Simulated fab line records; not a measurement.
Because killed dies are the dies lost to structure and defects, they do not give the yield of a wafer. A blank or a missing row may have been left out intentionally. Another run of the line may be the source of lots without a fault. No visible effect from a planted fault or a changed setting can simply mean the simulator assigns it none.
Matching of chambers    flow n5-finfet    N5_BEOL_M0_CO_CAP_123 on cvd-co-01: 3 sister chambers
The step material Co, precursor CCTBA/H2, target thk 2 nm, time 102.1 s. 18 wafers are shown with their chamber, then 9 later ones without.

## EACH WAFER AND ITS CHAMBER
wafer   chamber  heater-power-w (W)
L074.2  2        263
L074.3  0        224
L074.4  2        265
L078.2  2        264
L078.5  0        221
L078.6  2        261
L077.2  2        262
L077.3  0        222
L077.5  0        221
L079.4  0        220
L079.5  2        262
L079.6  1        223
L081.3  1        225
L081.4  0        219
L081.5  1        223
L087.2  2        261
L087.3  1        223
L087.4  1        219

SIGNATURES (means of the wafers above)
reading         chamber 0  chamber 1  chamber 2  scatter within a chamber
heater-power-w  221.17     222.60     262.57     1.78
Rule: a wafer lies at a distance from a chamber equal to the root of the sum of squares, over the readings, of (its reading less the chamber's mean, divided by the reading's scatter). If the next closest chamber is less than 2 further off than the closest, the wafer can't be placed; otherwise it belongs to the closest. How the scatter is found: for the shown wafers, subtract from each reading the mean of its chamber, square and add these, divide the total by (wafers less chambers), then take the root.

## WAFERS WITHOUT THEIR CHAMBER
wafer   heater-power-w (W)
L086.1  257
L086.2  225
L086.5  230
L089.1  224
L089.4  232
L089.6  266
L092.3  227
L092.4  226
L092.6  251

## WHICH CHAMBER EACH WENT THROUGH
wafer   from the rows above      in truth
L086.1  2                        2
L086.2  can't be placed: 1 or 0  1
L086.5  can't be placed: 1 or 0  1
L089.1  can't be placed: 1 or 0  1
L089.4  can't be placed: 1 or 0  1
L089.6  2                        2
L092.3  can't be placed: 1 or 0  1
L092.4  can't be placed: 1 or 0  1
L092.6  2                        2
Placed correctly: 3 of 9. Unplaceable from these rows: 6, with the true chamber sitting among the candidates in 6. Wrongly placed: 0.
